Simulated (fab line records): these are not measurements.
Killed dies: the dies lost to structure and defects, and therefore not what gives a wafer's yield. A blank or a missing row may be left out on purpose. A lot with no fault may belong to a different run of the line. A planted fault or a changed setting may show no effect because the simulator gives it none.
fab line records	flow nandHarc	part 1 of 2: steps 1 to 42 of 43
[record] lots = 6	wafers = 18	lastDay = 25
route steps=1159 shown A_M1@1047 A_BONDPAD@1059 THIN_TSV@1101 END@1159
lots with no fault: from the same line, run without faults
startH: the number of hours between the record's first day and the start of the first shown wafer of the lot	waitH: hours elapsed since this lot's preceding step	" identical to the entry in the row above	L1.1+2: a row that stands for several wafers	- value missing, or start not given	* or withheld: withheld	< > ~ a bound
route shown NAME@n: a module of which the file shows steps, and the number in the route of the first	usual: mean/standard deviation taken from wafers without a fault	same: alike in all rows	chamber/n: place in a boat	sites: the reading at each site	_std_site: their standard deviation	_edge_site: inner sites' mean taken away from outer sites' mean	radiusMm: for every site, how far away it sits from the centre of the wafer	mask NAME#n: copy n	behind: the tool/chamber that last shaped the wafer	hold: why the lot was held/for how many hours/how that ended	device: the transistor (n, p or np) that didn't switch	end of line: at the end of the route, the tests of the same wafers	where a step has no rows: the recipe by itself	killed: dies lost to structure and defects at the first sort, not the wafer's yield	map: a wafer's dies, x killed, . not, _ none there
set.NAME: the setting the step ran with; set.NAME@STEP: the setting that earlier step ran with	model.NAME: the simulator's own value behind a step, which no gauge read
lots seen at some steps along the route; tables by step, rows by wafer
services: when a tool's chamber went out of use (startH, in hours from the record's first day, below 0 if earlier), for how many hours, and the reason
[[steps]]
[step NHARC_A_M1_PRE_CLEAN_30]
[recipe] timeS = 30	tempC = 280	gas = H2/He
[step NHARC_A_M1_PVD_20]
[recipe] targetThkA = 50	biasV = 168.6	powerW = 15000	chamberPressurePa = 0.12	timeS = 8.06	substrateTempC = 50	material = TaN
[step NHARC_A_M1_PVD_21]
[recipe] targetThkA = 300	chamberPressurePa = 5	powerW = 5000	substrateTempC = 30	timeS = 20.49	material = Cu
[step NHARC_A_M1_ECD_22]
[recipe] targetThkA = 4000	bathTempC = 25	material = Cu
[step NHARC_A_M1_ANNEAL_31]
[recipe] tempC = 225	timeS = 90
[step NHARC_A_M1_CMP_23]
[recipe] tOverpolishS = 20	targetThkNm = 154.34
[step NHARC_A_M1_THK_MEAS_24]
[recipe] thkMeasGauge = xrf
[usual] thkNm = 153.9/1.7
lot.wafer	tool	chamber	startH	waitH	thkNm
L790.2	filmMetro-02	-	436.51	-	154.0
L790.3	"	-	"	"	154.0
L790.4	"	-	"	"	151.5
L791.1	filmMetro-01	-	452.71	-	152.0
L791.3	"	-	"	"	153.0
L791.5	"	-	"	"	151.0
L800.1	filmMetro-02	-	510.35	-	154.9
L800.5	"	-	"	"	151.6
L800.6	"	-	"	"	155.8
L801.1	filmMetro-02	-	515.32	-	151.9
L801.2	"	-	"	"	154.2
L801.6	"	-	"	"	154.2
L805.1	filmMetro-01	-	529.26	-	152.7
L805.2	"	-	"	"	155.2
L805.5	"	-	"	"	154.9
L806.1	filmMetro-01	-	556.95	-	152.3
L806.2	"	-	"	"	154.8
L806.4	"	-	"	"	151.9
[step NHARC_A_M1_SRD_25]
[step NHARC_A_M1_INSPECT_27]
[usual] rawDefectCount = 443/98
lot.wafer	tool	chamber	startH	waitH	rawDefectCount
L790.2	defectInspect-01	-	436.67	0.0	500
L790.3	"	-	"	"	496
L790.4	"	-	"	"	306
L791.1	defectInspect-01	-	452.87	0.0	406
L791.3	"	-	"	"	511
L791.5	"	-	"	"	468
L800.1	defectInspect-02	-	510.50	0.0	433
L800.5	"	-	"	"	307
L800.6	"	-	"	"	400
L801.1	defectInspect-02	-	515.48	0.0	301
L801.2	"	-	"	"	341
L801.6	"	-	"	"	359
L805.1	defectInspect-02	-	529.42	0.0	329
L805.2	"	-	"	"	435
L805.5	"	-	"	"	316
L806.1	defectInspect-02	-	557.10	0.0	437
L806.2	"	-	"	"	526
L806.4	"	-	"	"	444
[step NHARC_A_M1_PRE_CLEAN_32]
[recipe] timeS = 12	tempC = 370	rfPowerW = 300	gas = NH3
[step NHARC_A_M1_DEP_33]
[recipe] targetThkA = 300	tempC = 370	targetThkNm = 30	pressureTorr = 3	flowSccm = 200	rfW = 450	material = SiCN
[step NHARC_A_BONDPAD_DEP_00]
[recipe] targetThkA = 2500	tempC = 370	targetThkNm = 250	pressureTorr = 3	flowSccm = 200	rfW = 450	material = SiCN
[usual] heaterPowerOuterW = 318/54	heaterPowerW = 582/89
lot.wafer	tool	chamber	startH	waitH	heaterPowerOuterW	heaterPowerW
L790.2	pecvd-01	1	437.37	-	298	577
L790.3	"	0	"	"	253	478
L790.4	"	1	"	"	306	598
L791.3	pecvd-01	0	453.57	-	242	459
L791.1	"	1	"	"	298	577
L791.5	"	2	"	"	272	549
L800.1	pecvd-02	1	511.30	-	334	618
L800.6	"	1	"	"	338	627
L800.5	"	2	"	"	259	466
L801.1	pecvd-01	1	516.18	-	341	642
L801.2	"	0	"	"	200	403
L801.6	"	1	"	"	346	624
L805.1	pecvd-03	1	530.12	-	388	704
L805.2	"	2	"	"	333	630
L805.5	"	2	"	"	350	628
L806.1	pecvd-01	1	557.98	-	330	640
L806.2	"	2	"	"	368	683
L806.4	"	2	"	"	273	555
[step NHARC_A_BONDPAD_CMP_29]
[recipe] targetThkNm = 200	material = SiCN
[step NHARC_A_BONDPAD_THK_MEAS_30]
[recipe] thkMeasGauge = ellipsometry
[usual] thkNm = 199.6/1.4
lot.wafer	tool	chamber	startH	waitH	thkNm
L790.2	filmMetro-01	-	438.06	0.2	196.7
L790.3	"	-	"	"	199.9
L790.4	"	-	"	"	198.4
L791.1	filmMetro-01	-	454.23	0.2	199.4
L791.3	"	-	"	"	197.9
L791.5	"	-	"	"	200.2
L800.1	filmMetro-02	-	511.92	0.2	197.5
L800.5	"	-	"	"	197.4
L800.6	"	-	"	"	197.7
L801.1	filmMetro-01	-	516.83	0.2	201.3
L801.2	"	-	"	"	198.6
L801.6	"	-	"	"	199.4
L805.1	filmMetro-01	-	530.78	0.2	199.1
L805.2	"	-	"	"	201.2
L805.5	"	-	"	"	197.3
L806.1	filmMetro-01	-	558.63	0.2	197.3
L806.2	"	-	"	"	200.1
L806.4	"	-	"	"	201.2
[step NHARC_A_BONDPAD_SRD_31]
[step NHARC_A_BONDPAD_DEHYDRATE_01]
[recipe] tempC = 150	timeS = 120
[step NHARC_A_BONDPAD_HMDS_02]
[recipe] timeS = 30
[step NHARC_A_BONDPAD_COAT_33]
[recipe] tempC = 200	timeS = 65
[step NHARC_A_BONDPAD_COAT_03]
[recipe] spinRpm = 2000	resistThkNm = 600
[step NHARC_A_BONDPAD_SOFTBAKE_04]
[recipe] tempC = 125	timeS = 70
[step NHARC_A_BONDPAD_EBR_05]
[step NHARC_A_BONDPAD_EXPOSE_06]
[recipe] na = 0.55	doseMj = 36.99	maskId = A_BPAD
[step NHARC_A_BONDPAD_PEB_07]
[recipe] pebTempC = 128	pebTimeS = 80
[step NHARC_A_BONDPAD_DEVELOP_08]
[recipe] timeS = 50	devTempC = 22
[step NHARC_A_BONDPAD_CD_MEAS_09]
[recipe] targetCdNm = 500	landingEnergyEv = 500
[usual] cdNm = 500.4/2.2
[same] landingEnergyEv = 500
lot.wafer	tool	chamber	startH	waitH	cdNm
L790.2	cdSem-02	0	438.63	-	500.7
L790.3	"	0	"	"	501.7
L790.4	"	0	"	"	499.8
L791.1	cdSem-02	0	454.79	-	501.3
L791.3	"	0	"	"	496.2
L791.5	"	0	"	"	498.8
L800.1	cdSem-03	0	512.49	-	500.4
L800.5	"	0	"	"	503.6
L800.6	"	0	"	"	501.4
L801.1	cdSem-01	0	517.27	-	496.8
L801.2	"	0	"	"	496.9
L801.6	"	0	"	"	495.0
L805.1	cdSem-03	0	531.35	-	501.6
L805.2	"	0	"	"	500.3
L805.5	"	0	"	"	500.8
L806.1	cdSem-02	0	559.20	-	503.2
L806.2	"	0	"	"	501.1
L806.4	"	0	"	"	502.9
[step NHARC_A_BONDPAD_OVL_MEAS_35]
[usual] overlayXNm = -2/5.5	overlayYNm = 0/6
lot.wafer	tool	chamber	startH	waitH	overlayXNm	overlayYNm
L790.2	overlay-01	-	438.72	-	0	2
L790.3	"	-	"	"	1	2
L790.4	"	-	"	"	0	2
L791.1	overlay-02	-	454.88	-	2	1
L791.3	"	-	"	"	2	1
L791.5	"	-	"	"	2	1
L800.1	overlay-02	-	512.58	-	5	7
L800.5	"	-	"	"	5	7
L800.6	"	-	"	"	5	8
L801.1	overlay-01	-	517.36	-	-3	-8
L801.2	"	-	"	"	-3	-8
L801.6	"	-	"	"	-3	-8
L805.1	overlay-01	-	531.44	-	6	0
L805.2	"	-	"	"	7	0
L805.5	"	-	"	"	6	0
L806.1	overlay-02	-	559.29	-	-8	-6
L806.2	"	-	"	"	-9	-7
L806.4	"	-	"	"	-9	-6
[step NHARC_A_BONDPAD_HARDBAKE_10]
[recipe] tempC = 118	timeS = 65
[step NHARC_A_BONDPAD_DESCUM_11]
[recipe] timeS = 3	o2FlowSccm = 200	arFlowSccm = 0	biasPowerW = 0	chemistry = O2
[step NHARC_A_BONDPAD_ETCH_34]
[recipe] targetDepthA = 600	overetchA = 180	timeS = 65.91	ionEnergyEv = 200	n2FlowSccm = 150	h2FlowSccm = 150	arFlowSccm = 0	rfW = 400	biasW = 150	chemistry = N2/H2
[usual] drypumpMotorCurrentA = 5.8/0.34	h2FlowSccm = 150.0/0.43	oesProductAu = 1.004/0.011	rfVppV = 430.1/2	showerheadPlenumPTorr = 2.02/0.066	throttleValvePct = 14.171/0.0085
lot.wafer	tool	chamber	startH	waitH	drypumpMotorCurrentA	h2FlowSccm	oesProductAu	rfHoursCounterH	rfVppV	showerheadPlenumPTorr	throttleValvePct
L790.3	rieDiel-06	1	438.92	0.1	6.2	150.3	1.005	0	431.1	2.04	14.162
L790.2	"	2	"	"	5.7	150.0	1.005	1	432.9	2.09	14.153
L790.4	"	0	"	"	5.8	149.2	0.994	1	430.9	2.01	14.161
L791.1	rieDiel-08	0	455.11	0.1	5.7	150.4	0.999	33	428.8	2.01	14.177
L791.3	"	1	"	"	6.5	150.5	1.021	27	433.0	2.14	14.179
L791.5	"	3	"	"	5.6	150.4	1.005	-	430.9	2.03	14.163
L800.1	rieDiel-06	2	512.81	0.1	5.6	149.9	1.021	3	431.6	2.09	14.175
L800.6	"	3	"	"	5.4	150.2	1.012	-	427.3	1.94	14.166
L800.5	"	0	"	"	5.8	149.9	1.013	-	429.1	2.01	14.167
L801.1	rieDiel-06	1	517.58	0.1	6.2	150.4	1.005	4	430.8	2.04	14.178
L801.2	"	2	"	"	5.7	150.3	1.015	4	432.4	2.09	14.152
L801.6	"	0	"	"	5.8	149.9	1.005	-	430.0	2.01	14.189
L805.1	rieDiel-06	2	531.66	0.1	5.7	150.3	1.004	4	432.1	2.09	14.168
L805.2	"	3	"	"	5.4	150.6	1.015	4	428.6	1.94	14.159
L805.5	"	2	"	"	5.7	150.1	1.012	-	432.6	2.09	14.159
L806.1	rieDiel-06	3	559.49	0.1	5.4	149.9	1.008	5	428.9	1.94	14.183
L806.2	"	1	"	"	6.2	150.8	1.004	5	431.4	2.04	14.161
L806.4	"	2	"	"	5.6	149.9	1.011	5	432.1	2.09	14.157
[step NHARC_A_BONDPAD_ETCH_12]
[recipe] targetDepthA = 2200	timeS = 110	chf3FlowSccm = 50	o2FlowSccm = 10	arFlowSccm = 200	rfW = 500	biasW = 200	chemistry = CHF3/O2
[usual] drypumpMotorCurrentA = 5.8/0.34	oesProductAu = 0.951/0.027	rfVppV = 370.2/1.9	showerheadPlenumPTorr = 2.38/0.075	throttleValvePct = 20.573/0.0082
lot.wafer	tool	chamber	startH	waitH	drypumpMotorCurrentA	oesProductAu	rfHoursCounterH	rfVppV	showerheadPlenumPTorr	throttleValvePct
L790.2	rieDiel-06	2	-	-	5.7	0.991	1	371.8	2.46	20.565
L790.3	"	0	"	"	5.8	0.961	1	370.1	2.37	20.560
L790.4	"	1	"	"	6.2	0.961	1	371.2	2.40	20.565
L791.1	rieDiel-08	0	-	-	5.8	0.986	33	369.8	2.37	20.573
L791.3	"	1	"	"	6.5	0.977	27	374.0	2.52	20.556
L791.5	"	0	"	"	5.7	0.988	-	369.7	2.37	20.580
L800.1	rieDiel-06	1	-	-	6.2	0.966	3	371.2	2.40	20.580
L800.5	"	2	"	"	5.6	0.966	-	370.9	2.46	20.560
L800.6	"	3	"	"	5.4	0.985	-	368.9	2.30	20.561
L801.2	rieDiel-06	1	-	-	6.2	0.954	4	371.2	2.40	20.562
L801.1	"	0	"	"	5.8	0.986	3	368.2	2.37	20.579
L801.6	"	2	"	"	5.6	0.969	-	369.8	2.46	20.564
L805.2	rieDiel-06	1	-	-	6.2	0.962	4	371.6	2.40	20.582
L805.1	"	2	"	"	5.6	0.978	4	371.9	2.46	20.588
L805.5	"	2	"	"	5.6	0.977	-	371.1	2.46	20.576
L806.4	rieDiel-06	2	-	-	5.6	0.941	5	372.1	2.46	20.568
L806.1	"	3	"	"	5.4	0.942	5	367.3	2.30	20.586
L806.2	"	1	"	"	6.2	0.912	5	371.6	2.40	20.573
[step NHARC_A_BONDPAD_CD_MEAS_13]
[usual] cdNm = 499.8/2.4
lot.wafer	tool	chamber	startH	waitH	cdNm
L790.2	cdSem-03	-	439.16	-	501.3
L790.3	"	-	"	"	501.6
L790.4	"	-	"	"	498.4
L791.1	cdSem-03	-	455.32	-	500.8
L791.3	"	-	"	"	495.4
L791.5	"	-	"	"	500.4
L800.1	cdSem-02	-	513.02	-	499.5
L800.5	"	-	"	"	502.3
L800.6	"	-	"	"	501.4
L801.1	cdSem-02	-	517.80	-	497.6
L801.2	"	-	"	"	495.3
L801.6	"	-	"	"	494.5
L805.1	cdSem-01	-	531.88	-	499.7
L805.2	"	-	"	"	498.7
L805.5	"	-	"	"	500.2
L806.1	cdSem-03	-	559.73	-	502.9
L806.2	"	-	"	"	500.4
L806.4	"	-	"	"	501.2
[step NHARC_A_BONDPAD_STRIP_15]
[recipe] o2FlowSccm = 500	arFlowSccm = 0	biasW = 0	chemistry = O2
[step NHARC_A_BONDPAD_ETCH_24]
[recipe] targetDepthA = 300	overEtchFrac = 0.3	timeS = 72.99	ionEnergyEv = 150	cf4FlowSccm = 50	n2FlowSccm = 100	arFlowSccm = 150	rfW = 300	biasW = 100	chemistry = CF4/N2
[step NHARC_A_BONDPAD_STRIP_16]
[recipe] timeS = 600	tempC = 30	chemistry = postEtchResidueRemover
[step NHARC_A_BONDPAD_DEGAS_25]
[recipe] tempC = 300	timeS = 60
[step NHARC_A_BONDPAD_PRE_CLEAN_26]
[recipe] timeS = 30	tempC = 280	gas = H2/He
[usual] heaterPowerW = 401/35
lot.wafer	tool	chamber	startH	waitH	heaterPowerW
L790.2	pvdSputter-03	-	-	-	393
L790.4	"	-	"	"	339
L790.3	"	-	"	"	358
L791.3	pvdSputter-01	-	-	-	469
L791.1	"	-	"	"	456
L791.5	"	-	"	"	446
L800.1	pvdSputter-02	-	-	-	417
L800.5	"	-	"	"	377
L800.6	"	-	"	"	416
L801.1	pvdSputter-02	-	-	-	382
L801.2	"	-	"	"	433
L801.6	"	-	"	"	379
L805.2	pvdSputter-02	-	-	-	370
L805.1	"	-	"	"	382
L805.5	"	-	"	"	417
L806.1	pvdSputter-02	-	-	-	366
L806.2	"	-	"	"	376
L806.4	"	-	"	"	428
[step NHARC_A_BONDPAD_PVD_17]
[recipe] targetThkA = 50	biasV = 168.6	powerW = 15000	chamberPressurePa = 0.12	timeS = 8.06	substrateTempC = 50	material = TaN
[usual] chamberPressurePa = 0.12002/0.00023	throttleValvePct = 29.5/0.94
lot.wafer	tool	chamber	startH	waitH	chamberPressurePa	throttleValvePct
L790.4	pvdSputter-03	-	-	-	0.11996	27.5
L790.2	"	-	"	"	0.12015	30.2
L790.3	"	-	"	"	0.12019	29.6
L791.1	pvdSputter-01	-	-	-	0.11984	29.2
L791.3	"	-	"	"	0.11987	29.9
L791.5	"	-	"	"	0.12024	29.2
L800.1	pvdSputter-02	-	-	-	0.1204	28.5
L800.6	"	-	"	"	0.11969	30.4
L800.5	"	-	"	"	0.1205	28.4
L801.1	pvdSputter-02	-	-	-	0.12007	30.5
L801.2	"	-	"	"	0.11945	30.1
L801.6	"	-	"	"	0.11994	29.9
L805.1	pvdSputter-02	-	-	-	0.11995	30.3
L805.2	"	-	"	"	0.12004	30.1
L805.5	"	-	"	"	0.11989	30.5
L806.4	pvdSputter-02	-	-	-	0.12057	28.5
L806.1	"	-	"	"	0.11988	29.6
L806.2	"	-	"	"	0.12013	30.2
[step NHARC_A_BONDPAD_PVD_27]
[recipe] targetThkA = 300	chamberPressurePa = 5	powerW = 5000	substrateTempC = 30	timeS = 20.49	material = Cu
[usual] chamberPressurePa = 5.001/0.012	throttleValvePct = 29.6/0.95
lot.wafer	tool	chamber	startH	waitH	chamberPressurePa	throttleValvePct
L790.4	pvdSputter-03	-	-	-	5.000	27.4
L790.3	"	-	"	"	5.008	30.5
L790.2	"	-	"	"	4.997	30.0
L791.1	pvdSputter-01	-	-	-	5.000	29.8
L791.3	"	-	"	"	4.990	30.4
L791.5	"	-	"	"	4.985	29.8
L800.1	pvdSputter-02	-	-	-	5.012	30.3
L800.5	"	-	"	"	5.017	29.9
L800.6	"	-	"	"	5.007	30.3
L801.2	pvdSputter-02	-	-	-	5.004	29.7
L801.1	"	-	"	"	5.020	30.4
L801.6	"	-	"	"	4.991	29.9
L805.1	pvdSputter-02	-	-	-	4.988	30.7
L805.2	"	-	"	"	5.002	29.9
L805.5	"	-	"	"	5.007	30.6
L806.4	pvdSputter-02	-	-	-	5.023	29.9
L806.1	"	-	"	"	5.012	30.7
L806.2	"	-	"	"	5.003	28.3
[step NHARC_A_BONDPAD_ECD_18]
[recipe] targetThkA = 4000	bathTempC = 25	material = Cu
[step NHARC_A_BONDPAD_ANNEAL_28]
[recipe] tempC = 225	timeS = 90
[step NHARC_A_BONDPAD_CMP_19]
[recipe] tOverpolishS = 30	cuRecessTouchS = 16	targetThkNm = 169.8
[step NHARC_THIN_TSV_GRIND_00]
[recipe] targetThkUm = 6
[usual] headPressurePsi = 3.998/0.0098	motorCurrentA = 12.000/0.022
lot.wafer	tool	chamber	startH	waitH	hold	headPressurePsi	motorCurrentA
L790.2	grinder-01	0	452.72	3.5	awaitDispo/3.1h/release	3.999	12.040
L790.3	"	0	"	"	awaitDispo/3.1h/release	3.990	11.981
L790.4	"	0	"	"	awaitDispo/3.1h/release	3.996	12.000
L791.1	grinder-01	0	475.91	5.2	awaitDispo/4.8h/release	3.998	12.024
L791.3	"	0	"	"	awaitDispo/4.8h/release	3.998	11.999
L791.5	"	0	"	"	awaitDispo/4.8h/release	4.011	12.038
L800.1	grinder-01	0	525.52	0.1	-	3.998	11.989
L800.5	"	0	"	"	-	4.014	11.989
L800.6	"	0	"	"	-	4.010	12.014
L801.1	grinder-01	0	531.82	1.3	-	4.017	11.964
L801.2	"	0	"	"	-	3.990	12.030
L801.6	"	0	"	"	-	3.991	12.016
L805.1	grinder-01	0	544.14	0.1	-	4.014	12.015
L805.2	"	0	"	"	-	4.020	12.019
L805.5	"	0	"	"	-	4.007	11.962
L806.1	grinder-01	0	571.96	0.1	-	3.991	11.966
L806.2	"	0	"	"	-	4.001	12.000
L806.4	"	0	"	"	-	4.004	12.016
